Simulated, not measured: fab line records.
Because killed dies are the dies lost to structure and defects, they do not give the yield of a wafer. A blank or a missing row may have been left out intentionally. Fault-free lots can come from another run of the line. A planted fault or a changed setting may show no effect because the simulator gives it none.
Which tool is to blame? + flow nand harc + at 1 step of a route of 1302, 12 lots with 36 wafers sampled

WHAT THE GAUGES READ, wafer by wafer
NHARC_A_DECK1_JOINT_INSPECT_05.
| lot  | measured     | on                | raw defect count |
|------|--------------|-------------------|------------------|
| L075 | day 12 18:54 | defect inspect-01 | 215 364 202      |
| L077 | day 13 15:29 | defect inspect-01 | 328 182 249      |
| L078 | day 14 12:53 | defect inspect-02 | 348 559 577      |
| L080 | day 15 11:35 | defect inspect-01 | 271 171 335      |
| L083 | day 16 03:54 | defect inspect-01 | 334 231 220      |
| L085 | day 16 23:00 | defect inspect-02 | 159 115 162      |
| L087 | day 17 11:35 | defect inspect-02 | 306 314 175      |
| L089 | day 18 12:36 | defect inspect-01 | 248 340 361      |
| L091 | day 19 16:58 | defect inspect-01 | 399 356 352      |
| L093 | day 20 00:07 | defect inspect-02 | 306 289 226      |
| L095 | day 21 10:50 | defect inspect-01 | 298 406 299      |
| L097 | day 21 19:04 | defect inspect-01 | 260 294 403      |

WHAT TOOL EACH LOT RAN ON (gives the tool, then ch and the chambers of the sampled wafers, and finally the start)
There is no process step in the record ahead of these readings.

THE ANSWER, worked out from the rows above alone
Rule: usual is defined by the lots themselves. The widest of any qualifying gaps counts: lots, ordered by their means at a reading, are off when they make up no more than a third of the lots, leave a main group of 4 or more, and stand apart from it by 3 or more times the standard deviation of that group's means. If all means in a main group match to the digits the tables above print for the reading, that group is not used. A lot without any number at a reading at which 4 lots or more have one is off too. Where the step has rows for the other lots, those lots are counted as sound.
No lot is off on any of the readings shown, so nothing can be concluded from this.

WHAT WAS PUT IN BY THE SIMULATOR
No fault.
